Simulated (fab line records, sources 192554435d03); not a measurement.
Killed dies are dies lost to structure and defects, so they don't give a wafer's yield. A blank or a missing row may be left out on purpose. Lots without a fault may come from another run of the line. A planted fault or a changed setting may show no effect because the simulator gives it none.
A struck lot beside a sound one | flow n5_finfet | 15 steps out of a route of 1938
Sound: wafers L165.1, L165.5, L165.6. Struck: wafer L172.6. (L172.4, L172.5 of the same lot were not struck and are left out.) The cause comes at the end.
At each step with rows: each side's tool, then ch and its chambers, then its first start. Under that, the readings that differ: sound wafers | struck wafers | difference of the means | sigmas: that difference in standard deviations of wafers without a fault.
alike: readings whose means differ by less than 2 such deviations, and words and numbers that are the same on both sides. not compared: withheld readings, readings that some wafer has no value for, bounds like >300 that may hide the same value, and numbers for which the record gives no deviation and whose values overlap.
The two part at a step that has a row with sigmas, a row that says differs or no value, or rows on one side only. Numbers that don't overlap but have no deviation are shown without sigmas and don't part them. A reading that every wafer of one side lacks parts them only if that side has two wafers or more.

first, 8 steps without rows for these wafers: N5_BEOL_M9_COAT_64 (time 60 s, resist thk 12 nm); N5_BEOL_M9_COAT_75 (time 60 s, resist thk 5 nm); N5_BEOL_M9_COAT_22 (resist thk 30 nm); N5_BEOL_M9_EBR_24; N5_BEOL_M9_SOFTBAKE_23 (time 60 s); N5_BEOL_M9_EXPOSE_25 (exposes mask V8); N5_BEOL_M9_PEB_26 (peb time 60 s); N5_BEOL_M9_DEVELOP_27 (develop time 30 s).
N5_BEOL_M9_CD_MEAS_28: target cd 70 nm.
  sound on cd_sem-03 ch 0, day 10 15:47; struck on cd_sem-02 ch 0, day 12 18:42
  alike: cd_nm
N5_BEOL_M9_OVL_MEAS_29:
  sound on overlay-02 ch 0, day 10 15:49; struck on overlay-02 ch 0, day 12 18:44
  alike: V8_OVL
N5_BEOL_M9_INSPECT_30: inspects for defects (brightfield).
  sound on defect_inspect-02, day 10 15:53; struck on defect_inspect-01, day 12 18:47
  reading          | sound       | struck | difference | sigmas
  raw_defect_count | 489 556 957 | 303    | -364       | -3
N5_BEOL_M9_DESCUM_33: chemistry O2, time 7 s.
  sound on rie_diel-06 ch 0,1,2, day 10 15:55; struck on rie_diel-02 ch 0, day 12 18:49
  alike: drypump_motor_current_A, oes_product_au, rf_vpp_V, showerhead_plenum_p_Torr, throttle_valve_pct
  not compared: rf_hours_counter_h
N5_BEOL_M9_ETCH_76: etches underlayer in N2/H2, target depth 6.5 nm, time 5.2 s.
  sound on rie_diel-06 ch 0,1,2, day 10 15:57; struck on rie_diel-02 ch 0, day 12 18:51
  reading               | sound          | struck | difference | sigmas
  etch_rf_on_time_s (s) | 5.06 5.07 5.18 | 6.39   | +1.29      | +15
  alike: drypump_motor_current_A, oes_product_au, rf_vpp_V, showerhead_plenum_p_Torr, throttle_valve_pct
  not compared: rf_hours_counter_h
N5_BEOL_M9_ETCH_65: etches SiARC in CF4, target depth 15.6 nm, time 26 s.
  sound on rie_diel-06 ch 0,1,2, day 10 15:58; struck on rie_diel-02 ch 0, day 12 18:52
  reading               | sound          | struck | difference | sigmas
  oes_product_au (a.u.) | 0.65 0.64 0.60 | 0.76   | +0.13      | +2
  alike: drypump_motor_current_A, etch_rf_on_time_s, rf_vpp_V, showerhead_plenum_p_Torr, throttle_valve_pct
  not compared: rf_hours_counter_h
-- the record jumps here: 3 days lie between the struck wafers' starts before and after (it left off in module BEOL_M9 and takes up again in module PASSIVATION, whose first step shown is number 1936 of the route) --
N5_PASSIVATION_PROBE_49:
  sound on prober-01, day 12 21:40; struck on prober-02, day 15 14:32
  reading             | sound    | struck | difference | sigmas
  killed_at_front_end | 25 26 24 | 53     | +28        | +3
  alike: defect_limited_yield, killed_at_M0_to_M3, killed_at_M4_up, killed_at_contacts, killed_at_other, killed_dies, killed_open, killed_short, sort_bin_5_function, sort_bin_6_memory, sort_n_pass, sort_yield_pct

WHERE THEY PART
First at N5_BEOL_M9_INSPECT_30; last, within this record, at N5_PASSIVATION_PROBE_49.

WHY: what the simulator had put in
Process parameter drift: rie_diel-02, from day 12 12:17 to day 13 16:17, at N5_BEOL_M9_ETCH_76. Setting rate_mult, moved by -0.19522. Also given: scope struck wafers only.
